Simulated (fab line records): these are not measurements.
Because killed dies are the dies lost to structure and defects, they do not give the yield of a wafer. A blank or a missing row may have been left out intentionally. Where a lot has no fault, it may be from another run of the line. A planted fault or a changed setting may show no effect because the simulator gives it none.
Matching of chambers    flow nand harc    NHARC_P_M2_STRIP_18 on rie diel-10 has 4 sister chambers
The step strips in N2/H2. 7 wafers are shown with their chamber, then 7 later ones without.

== WAFERS PAIRED WITH THEIR CHAMBERS ==
wafer   chamber  drypump motor current A (A)  oes product au (a.u.)
L074.1  3        6.4                          1.017
L074.2  1        5.7                          0.977
L080.5  2        5.3                          0.983
L081.4  3        6.3                          1.015
L081.5  0        5.8                          1.008
L083.2  0        5.9                          1.010
L083.3  2        5.2                          0.981

== WAFERS WHOSE CHAMBER IS MISSING ==
wafer   drypump motor current A (A)  oes product au (a.u.)
L083.5  6.4                          1.006
L093.3  5.2                          1.005
L093.5  6.3                          1.002
L093.6  5.2                          1.011
L097.1  5.6                          1.014
L097.3  5.2                          0.989
L097.4  6.4                          1.009

== EACH ONE'S CHAMBER ==
wafer    from the rows above       in truth
L083.5   can't be placed: 3 or 0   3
L093.3   0                         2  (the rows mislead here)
L093.5   can't be placed: 0 or 3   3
L093.6   0                         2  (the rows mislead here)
L097.1   0                         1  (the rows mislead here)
L097.3   2                         2
L097.4   3                         3
Correct placement for 2 of the 7. These rows do not allow placing 2 (true chamber among the candidates in 2). Number placed wrongly: 3.
How it was worked out, from the rows above alone: a wafer's distance from a chamber is the root of the sum, over the readings, of the square of ((its reading less the chamber's mean) divided by the reading's scatter). The wafer belongs to the nearest chamber; if the next one is less than 2 further off, it can't be placed. A chamber's mean is the mean of its shown wafers. The scatter: take each reading less its chamber's mean, square it, sum over the shown wafers, divide by the number of wafers less the number of chambers, and take the root.
